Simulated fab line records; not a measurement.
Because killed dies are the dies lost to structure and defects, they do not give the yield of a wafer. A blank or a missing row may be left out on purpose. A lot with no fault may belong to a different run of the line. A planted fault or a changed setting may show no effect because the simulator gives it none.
Matching of chambers    flow n5_finfet    N5_WELL_APT_DESCUM_30 on rie_diel-01 has 4 sister chambers
The step chemistry O2, time 7.9 s. 4 wafers are shown with their chamber, then 7 later ones without.

## WAFERS PAIRED WITH THEIR CHAMBERS
wafer   chamber  throttle_valve_pct (%)
L083.5  1        20.79
L087.5  0        20.21
L090.1  2        20.39
L090.3  3        20.89

## WAFERS WITH NO CHAMBER GIVEN
wafer   throttle_valve_pct (%)
L090.4  20.82
L092.1  20.23
L092.2  20.82
L092.3  20.42
L096.2  20.43
L096.3  20.25
L096.6  20.50

## THE CHAMBER EACH PASSED THROUGH
wafer    from the rows above       in truth
L090.4   can't be placed: 1 or 3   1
L092.1   0                         0
L092.2   can't be placed: 1 or 3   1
L092.3   2                         2
L096.2   2                         2
L096.3   can't be placed: 0 or 2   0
L096.6   2                         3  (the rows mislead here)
Correct placement for 3 of the 7. Not placeable from these rows: 3 (in 3, the candidates include the true chamber). Placed wrongly: 1.
How it was worked out, from the rows above alone: a wafer's distance from a chamber is the root of the sum, over the readings, of the square of ((its reading less the chamber's mean) divided by the reading's scatter). If the next closest chamber is less than 2 further off than the closest, the wafer can't be placed; otherwise it belongs to the closest. The mean given for a chamber averages the wafers shown for that chamber. The scatter: root of mean squared gap, hidden wafer to nearest shown wafer, with one shown wafer a chamber.
